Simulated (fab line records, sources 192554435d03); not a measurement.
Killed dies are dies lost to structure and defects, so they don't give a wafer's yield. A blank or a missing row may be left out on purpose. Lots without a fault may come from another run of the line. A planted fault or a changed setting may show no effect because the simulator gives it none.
Chamber matching | flow n5_finfet | N5_HKMG_FIN_ALD_75 on ald_hk-01: 4 sister chambers
The step deposits Al2O3, target thk 1 nm, co reactant pulse time 1 s. 20 wafers are shown with their chamber, then 10 later ones without.

WAFERS WITH THEIR CHAMBER
wafer  | chamber | heater_power_outer_w (W) | heater_power_w (W) | precursor_pulse_height_rel
L075.4 | 3       | 71                       | 141                | 1.003
L075.5 | 3       | 70                       | 137                | 0.983
L075.6 | 2       | 89                       | 157                | 1.006
L077.1 | 0       | 62                       | 125                | 0.981
L077.2 | 2       | 87                       | 164                | 1.010
L077.4 | 1       | 66                       | 133                | 1.045
L078.1 | 3       | 70                       | 140                | 0.959
L078.4 | 0       | 65                       | 125                | 1.006
L078.6 | 3       | 71                       | 139                | 0.990
L079.1 | 2       | 89                       | 166                | 0.991
L079.3 | 1       | 67                       | 132                | 1.012
L079.6 | 1       | 64                       | 132                | 1.034
L081.2 | 2       | 88                       | 166                | 1.000
L081.3 | 0       | 65                       | 124                | 1.008
L081.5 | 0       | 65                       | 123                | 1.014
L085.2 | 2       | 89                       | 163                | 0.990
L085.5 | 1       | 67                       | 130                | 0.987
L085.6 | 2       | 87                       | 166                | 0.972
L089.1 | 1       | 67                       | 130                | 1.004
L089.4 | 0       | 66                       | 127                | 0.986

SIGNATURES (means of the wafers above)
reading                    | chamber 0 | chamber 1 | chamber 2 | chamber 3 | scatter within a chamber
heater_power_outer_w       | 64.60     | 66.20     | 88.17     | 70.50     | 1.17
heater_power_w             | 124.80    | 131.40    | 163.67    | 139.25    | 2.32
precursor_pulse_height_rel | 0.99900   | 1.01640   | 0.99483   | 0.98375   | 0.0176
Rule: a wafer's distance from a chamber is the root of the sum, over the readings, of the square of ((its reading less the chamber's mean) divided by the reading's scatter). The wafer belongs to the nearest chamber; if the next one is less than 2 further off, it can't be placed. The scatter: the root of (the sum of the squares of (reading less its chamber's mean) over the shown wafers, divided by (wafers less chambers)).

WAFERS WITHOUT THEIR CHAMBER
wafer  | heater_power_outer_w (W) | heater_power_w (W) | precursor_pulse_height_rel
L089.5 | 67                       | 129                | 1.013
L090.2 | 68                       | 136                | 0.973
L090.3 | 74                       | 135                | 1.020
L090.5 | 67                       | 135                | 1.024
L091.2 | 72                       | 140                | 1.024
L091.3 | 88                       | 167                | 0.979
L091.6 | 89                       | 166                | 0.986
L093.3 | 70                       | 140                | 0.992
L093.4 | 67                       | 133                | 0.982
L093.6 | 72                       | 136                | 0.998

WHICH CHAMBER EACH WENT THROUGH
wafer  | from the rows above     | in truth
L089.5 | can't be placed: 1 or 0 | 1
L090.2 | can't be placed: 3 or 1 | 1
L090.3 | 3                       | 3
L090.5 | 1                       | 1
L091.2 | 3                       | 3
L091.3 | 2                       | 2
L091.6 | 2                       | 2
L093.3 | 3                       | 3
L093.4 | can't be placed: 1 or 3 | 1
L093.6 | 3                       | 3
Placed correctly: 7 of 10. Can't be placed from these rows: 3 (the true chamber is among the candidates in 3). Placed wrongly: 0.
